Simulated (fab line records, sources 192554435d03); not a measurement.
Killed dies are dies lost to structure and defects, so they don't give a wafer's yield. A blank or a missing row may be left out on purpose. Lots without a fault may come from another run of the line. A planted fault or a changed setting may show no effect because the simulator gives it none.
A struck lot beside a sound one | flow n5_finfet | 40 steps out of a route of 1938
Sound: wafers L832.2, L832.4, L832.6. Struck: wafer L841.4. (L841.5 of the same lot was not struck and is left out.) The cause comes at the end.
At each step with rows: each side's tool, then ch and its chambers, then its first start. Under that, the readings that differ: sound wafers | struck wafers | difference of the means | sigmas: that difference in standard deviations of wafers without a fault.
alike: readings whose means differ by less than 2 such deviations, and words and numbers that are the same on both sides. not compared: withheld readings, readings that some wafer has no value for, bounds like >300 that may hide the same value, and numbers for which the record gives no deviation and whose values overlap.
The two part at a step that has a row with sigmas, a row that says differs or no value, or rows on one side only. Numbers that don't overlap but have no deviation are shown without sigmas and don't part them. A reading that every wafer of one side lacks parts them only if that side has two wafers or more.

first, 9 steps without rows for these wafers: N5_BEOL_M4_ANNEAL_95 (time 240 s); N5_BEOL_M4_SPUTTER_96 (material Cu, target thk 4.5 nm, time 8.29 s); N5_BEOL_M4_ECD_50 (material Cu, target thk 300 nm); N5_BEOL_M4_ANNEAL_51 (time 90 s); N5_BEOL_M4_CMP_52 (polishes, stops on SiOC, t overpolish 6.8 s, target thk 40 nm); N5_BEOL_M4_PRE_CLEAN_60 (time 15 s); N5_BEOL_M4_CO_CAP_55 (material Co, precursor CCTBA/H2, target thk 2 nm, time 102.1 s); N5_BEOL_M4_PRE_CLEAN_56 (time 15 s); N5_BEOL_M4_DEP_57 (deposits SiCN from 3MS/NH3, target thk 8 nm, time 14 s).
N5_BEOL_M4_RC_MEAS_101:
  sound on prober-01 ch 0, day 7 22:22; struck on prober-01 ch 0, day 10 17:12
  reading        | sound          | struck | difference | sigmas
  IOFF_P (nA/um) | 0.26 0.20 0.23 | 0.14   | -0.09      | -2
  ION_P (uA/um)  | 483 460 481    | 456    | -19        | -2
  VT_P (mV)      | -246 -249 -246 | -256   | -9         | -2
  alike: DIBL_N, DIBL_P, IOFF_N, ION_N, SS_N, SS_P, VT_N
then, 24 steps without rows for these wafers: N5_BEOL_M5_ILD_DEP_00 (deposits SiCOH lowk from DEMS/porogen, target thk 140.64 nm, time 25.9 s); N5_BEOL_M5_CURE_79 (cures SiCOH lowk, time 240 s); N5_BEOL_M5_PECVD_70 (deposits SiO2 from TEOS/O2, target thk 16 nm, time 18 s); N5_BEOL_M5_HM_DEP_02 (deposits TiN, target thk 20 nm); N5_BEOL_M5_COAT_59 (time 60 s, resist thk 60 nm); N5_BEOL_M5_COAT_60 (time 60 s, resist thk 12 nm); N5_BEOL_M5_COAT_71 (time 60 s, resist thk 5 nm); N5_BEOL_M5_COAT_05 (resist thk 30 nm); N5_BEOL_M5_EBR_07; N5_BEOL_M5_SOFTBAKE_06 (time 60 s); N5_BEOL_M5_EXPOSE_08 (exposes mask M5, target cd 28 nm); N5_BEOL_M5_PEB_09 (peb time 60 s); N5_BEOL_M5_DEVELOP_10 (develop time 30 s); N5_BEOL_M5_DESCUM_16 (chemistry O2, time 7 s); N5_BEOL_M5_ETCH_72 (etches underlayer in N2/H2, target depth 6.5 nm, time 5.2 s); N5_BEOL_M5_ETCH_61 (etches SiARC in CF4, target depth 15.6 nm, time 26 s); N5_BEOL_M5_ETCH_62 (etches SOC in N2/H2, target depth 75 nm, overetch 15 nm, time 112.5 s); N5_BEOL_M5_STRIP_63 (strips in N2/H2); N5_BEOL_M5_STRIP_73 (strips in N2/H2); N5_BEOL_M5_STRIP_64 (strips in CF4); N5_BEOL_M5_HM_OPEN_17 (chemistry Cl2/BCl3, target TiN, target depth 20 nm, overetch 6 nm); N5_BEOL_M5_STRIP_19 (strips in O2); N5_BEOL_M5_COAT_65 (time 60 s, resist thk 60 nm); N5_BEOL_M5_COAT_66 (time 60 s, resist thk 12 nm).
-- the record jumps here: 3 days lie between the struck wafers' starts before and after (it left off in module BEOL_M5 and takes up again in module BEOL_M14, whose first step shown is number 1716 of the route) --
N5_BEOL_M14_ILD_DEP_00: deposits SiO2 from TEOS/O2, target thk 1119.3 nm, time 237.4 s.
  sound on pecvd-04 ch 0,1,2, day 10 19:55; struck on pecvd-04 ch 2, day 13 23:23
  reading                                       | sound             | struck | difference | sigmas
  run_length_s (s)                              | 280.0 280.2 279.3 | 122.5  | -157.3     | -99 or more
  model.SiO2_of_BEOL_M14_ILD_DEP_00.thk_nm (nm) | 1072 1102 1122    | 350    | -749       |
  alike: heater_power_w, showerhead_plenum_p_Torr, throttle_valve_pct
  not compared: rf_fwd_power_W, since_wet_clean_h, susceptor_temp_C
N5_BEOL_M14_THK_MEAS_01:
  sound on film_metro-02, day 10 20:06; struck on film_metro-02, day 13 23:29
  reading          | sound          | struck | difference | sigmas
  M14_ILD_THK (nm) | 1072 1102 1121 | 350    | -748       | -44
N5_BEOL_M14_VIA_ETCH_16: etches SiO2 in C4F8/O2/Ar, target depth 1231.3 nm.
  sound on rie_diel-01 ch 0,1,2, day 10 20:40; struck on rie_diel-02 ch 2, day 14 00:06
  reading                                    | sound             | struck | difference | sigmas
  drypump_motor_current_A (A)                | 6.3 6.4 5.8       | 5.1    | -1.1       | -2
  rf_fwd_power_W (W)                         | 1903 1897 1900    | 1885   | -15        | -3
  model.etch.depth_nm (nm)                   | 1072 1102 1122    | 350    | -749       |
  model.coat_of_BEOL_M14_COAT_04.thk_nm (nm) | 457.6 454.4 449.6 | 632.6  | +178.7     |
  alike: oes_product_au, rf_vpp_V, showerhead_plenum_p_Torr, throttle_valve_pct
N5_BEOL_M14_CD_MEAS_17: target cd 250 nm.
  sound on cd_sem-03, day 10 21:01; struck on cd_sem-03, day 14 00:27
  reading    | sound             | struck | difference | sigmas
  cd_nm (nm) | 252.1 251.7 252.8 | 244.9  | -7.3       | -4
N5_BEOL_M14_CMP_49: polishes, stops on SiO2, t overpolish 5.2 s, target thk 560 nm.
  sound on cmp-03 ch 1,2,3, day 11 01:10; struck on cmp-03 ch 1, day 14 06:16
  reading                                       | sound           | struck | difference | sigmas
  model.SiO2_of_BEOL_M14_ILD_DEP_00.thk_nm (nm) | 991.6 1023 1044 | 270.4  | -749.1     |
  alike: motor_current_A
N5_PASSIVATION_PROBE_49:
  sound on prober-01, day 11 21:02; struck on prober-01, day 15 02:58
  reading                  | sound          | struck | difference | sigmas
  defect_limited_yield (%) | 92.9 90.4 93.6 | 0      | -92        | -62
  killed_at_M0_to_M3       | 41 33 16       | 5      | -25        | -3
  killed_at_M4_up          | 8 15 6         | 1100   | +1090      | +99 or more
  killed_at_contacts       | 4 7 7          | 22     | +16        | +2
  killed_dies              | 84 113 75      | 1180   | +1089      | +64
  killed_on_rim            | 6 14 6         | 152    | +143       | +33
  sort_n_pass              | 1096 1067 1105 | 0      | -1089      | -64
  sort_yield_pct (%)       | 92.9 90.4 93.6 | 0      | -92        | -62
  alike: killed_at_front_end, killed_at_other, killed_open, killed_short, sort_bin_5_function, sort_bin_6_memory

WHERE THEY PART
First at N5_BEOL_M4_RC_MEAS_101; last, within this record, at N5_PASSIVATION_PROBE_49.

WHY: what the simulator had put in
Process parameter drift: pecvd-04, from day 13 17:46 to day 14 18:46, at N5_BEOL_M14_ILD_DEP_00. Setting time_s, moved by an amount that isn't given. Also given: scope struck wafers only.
